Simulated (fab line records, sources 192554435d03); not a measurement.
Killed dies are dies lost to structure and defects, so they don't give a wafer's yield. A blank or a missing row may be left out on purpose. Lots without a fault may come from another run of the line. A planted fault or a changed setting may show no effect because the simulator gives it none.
Split-lot experiment | flow n5_finfet | 7 lots, 39 wafers read, on a route of 1938 steps

THE SPLIT
At N5_FIN_SAQP_SPACER2_ALD_28 (deposits SiO2, target thk 8.1 nm, pulse time 1 s, purge time 2 s), the setting target_thk_a was moved away from the recipe's 81 angstrom on 12 of the 39 wafers read, by -37.3% to +57.0%. The other wafers ran this setting at the recipe's value.

FROM THE SPLIT TO THE READING: what the file shows between them, 9 steps
- N5_FIN_SAQP_SPACER2_ETCHBACK_29: etches SiO2 in CHF3/O2, target depth 12.2 nm, time 6.1 s
- N5_FIN_SAQP_MANDREL2_REMOVE_60: chemistry HBr/Cl2/O2, target a-Si, stops on SiNx, bt time 10 s
- N5_FIN_SAQP_CD_MEAS_31: target cd 8 nm
- N5_FIN_SAQP_HM_OPEN_33: chemistry CH3F/O2, target SiNx, target depth 49.4 nm, time 70.6 s
- N5_FIN_SAQP_ETCH_34: etches SiO2 in C4F6/O2, target depth 45 nm, time 15 s
- N5_FIN_SAQP_STRIP_77: strips in N2/H2, time 90 s
- N5_FIN_SAQP_HM_CD_35: target cd 8 nm
- N5_FIN_SAQP_ETCH_64: etches SiO2 in CF4, target depth 1.5 nm
- N5_FIN_SAQP_FIN_ETCH_36: etches the open film in HBr/Cl2/O2, target depth 120 nm, time 50.4 s

THE READING
cd_nm, in nm, at N5_FIN_SAQP_CD_MEAS_37 (target cd 8 nm). Fault-free wafers of this fab line usually give 8.16 nm, standard deviation 0.26 nm.

wafer  | tool, chamber at the split | target_thk_a as run, angstrom | against the recipe | cd_nm, nm | against lot-mates on the recipe
L076.1 | ald_sin-04, 0,2            | 81                            | recipe             | 7.87      | -
L076.3 | ald_sin-04, 0,2            | 81                            | recipe             | 7.96      | -
L076.6 | ald_sin-04, 3              | 81                            | recipe             | 8.19      | -
L081.1 | ald_sin-03, 3,0,2          | 114.1                         | +40.9%             | 11.43     | +3.28
L081.2 | ald_sin-03, 3,0,2          | 114.1                         | +40.9%             | 11.23     | +3.08
L081.3 | ald_sin-03, 1,2,1          | 81                            | recipe             | 8.24      | -
L081.4 | ald_sin-03, 3,0,2          | 114.1                         | +40.9%             | 11.29     | +3.14
L081.5 | ald_sin-03, 1,2,1          | 81                            | recipe             | 7.79      | -
L081.6 | ald_sin-03, 1,2,1          | 81                            | recipe             | 8.42      | -
L089.1 | ald_sin-04, 1              | 81                            | recipe             | 8.16      | -
L089.2 | ald_sin-04, 3              | 123.2                         | +52.1%             | 13.02     | +4.72
L089.3 | ald_sin-04, 2,0            | 123.2                         | +52.1%             | 12.55     | +4.25
L089.4 | ald_sin-04, 2,0            | 123.2                         | +52.1%             | 12.50     | +4.20
L089.5 | ald_sin-04, 0,1            | 81                            | recipe             | 8.24      | -
L089.6 | ald_sin-04, 0,1            | 81                            | recipe             | 8.51      | -
L091.1 | ald_sin-01, 2,1,0          | 50.81                         | -37.3%             | 4.93      | -3.01
L091.2 | ald_sin-01, 3,0,1          | 81                            | recipe             | 7.65      | -
L091.3 | ald_sin-01, 3,0,1          | 81                            | recipe             | 8.07      | -
L091.4 | ald_sin-01, 2,1,0          | 50.81                         | -37.3%             | 4.78      | -3.16
L091.5 | ald_sin-01, 2,1,0          | 50.81                         | -37.3%             | 5.21      | -2.73
L091.6 | ald_sin-01, 3,0,1          | 81                            | recipe             | 8.09      | -
L092.1 | ald_sin-03, 3,2,0,1,1,0    | 81                            | recipe             | 8.26      | -
L092.2 | ald_sin-03, 3,2,0,1,1,0    | 81                            | recipe             | 8.26      | -
L092.3 | ald_sin-03, 3,2,0,1,1,0    | 81                            | recipe             | 8.25      | -
L092.4 | ald_sin-03, 3,2,0,1,1,0    | 81                            | recipe             | 8.31      | -
L092.5 | ald_sin-03, 3,2,0,1,1,0    | 81                            | recipe             | 7.96      | -
L092.6 | ald_sin-03, 3,2,0,1,1,0    | 81                            | recipe             | 8.04      | -
L093.1 | ald_sin-04, 2,1,1          | 81                            | recipe             | 7.80      | -
L093.2 | ald_sin-04, 3,0,2          | 127.2                         | +57.0%             | 12.77     | +4.67
L093.3 | ald_sin-04, 2,1,1          | 81                            | recipe             | 8.51      | -
L093.4 | ald_sin-04, 3,0,2          | 127.2                         | +57.0%             | 12.36     | +4.26
L093.5 | ald_sin-04, 2,1,1          | 81                            | recipe             | 7.98      | -
L093.6 | ald_sin-04, 3,0,2          | 127.2                         | +57.0%             | 13.09     | +4.99
L095.1 | ald_sin-03, 0,1,2,1,2      | 81                            | recipe             | 8.49      | -
L095.2 | ald_sin-03, 0,1,2,1,2      | 81                            | recipe             | 8.19      | -
L095.3 | ald_sin-03, 0,1,2,1,2      | 81                            | recipe             | 8.36      | -
L095.4 | ald_sin-03, 3              | 81                            | recipe             | 8.20      | -
L095.5 | ald_sin-03, 0,1,2,1,2      | 81                            | recipe             | 8.03      | -
L095.6 | ald_sin-03, 0,1,2,1,2      | 81                            | recipe             | 8.24      | -
Where a row lists several chambers, the file gives one row for several wafers and doesn't say which wafer went through which chamber.

THE FIT
A straight line over all 39 wafers: cd_nm changes by +0.0829 nm for each +1% of target_thk_a; r = +0.99; the points scatter about the line by 0.24 nm.
The same after taking each lot's own level away (the mean of its wafers on the recipe; 39 wafers): +0.0811 nm for each +1%; r = +0.99; scatter 0.21 nm.
On that fit, the largest move of target_thk_a shifts the reading by 4.6 nm.
The lots' own levels span 7.937 to 8.303 nm, that is 1.4 times the standard deviation above.
So the lot-to-lot level changes the slope little: the two slopes agree.
Check: with one of the wafers moved furthest among these (+57.0%) left out of the fit, the line predicts +4.63 nm for it against its lot-mates. It came out at +4.67 nm against them.

OTHER SPLITS ON THESE WAFERS
These wafers also went through other splits before the reading. Each is held against what the fit with the lots' levels taken away leaves over:
other split on the same wafers          | wafers away from the commonest value | r with cd_nm (lot level and that fit taken away)
N5_ZERO_LAYER_DEVELOP_10 develop_time_s | 15                                   | +0.20

THE WHOLE CHAIN: every reading that the file lists as answering this split, in the file's order
step                           | what it does                                                     | reading                                                                                 | change (the file's fit)                | r (the file's)
N5_FIN_SAQP_SPACER2_ALD_28     | deposits SiO2, target thk 8.1 nm, pulse time 1 s, purge time 2 s | SiO2_of_FIN_SAQP_SPACER2_ALD_28.thk_nm (the simulator's own value, which no gauge read) | +0.0814 nm for each +1% of the setting | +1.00
N5_FIN_SAQP_MANDREL2_REMOVE_60 | chemistry HBr/Cl2/O2, target a-Si, stops on SiNx, bt time 10 s   | FIN_SAQP.cd_nm (the simulator's own value, which no gauge read)                         | +0.0813 nm for each +1% of the setting | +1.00
N5_FIN_SAQP_CD_MEAS_31         | target cd 8 nm                                                   | cd_nm                                                                                   | +0.08 nm for each +1% of the setting   | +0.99
N5_FIN_SAQP_ETCH_34            | etches SiO2 in C4F6/O2, target depth 45 nm, time 15 s            | FIN_SAQP.cd_nm (the simulator's own value, which no gauge read)                         | +0.0804 nm for each +1% of the setting | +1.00
N5_FIN_SAQP_HM_CD_35           | target cd 8 nm                                                   | cd_nm                                                                                   | +0.0829 nm for each +1% of the setting | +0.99
N5_FIN_SAQP_CD_MEAS_37         | target cd 8 nm                                                   | cd_nm                                                                                   | +0.0812 nm for each +1% of the setting | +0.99

THE FILE'S OWN FIT
cd_nm changes by +0.0812 nm for each +1% of target_thk_a, r = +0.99.
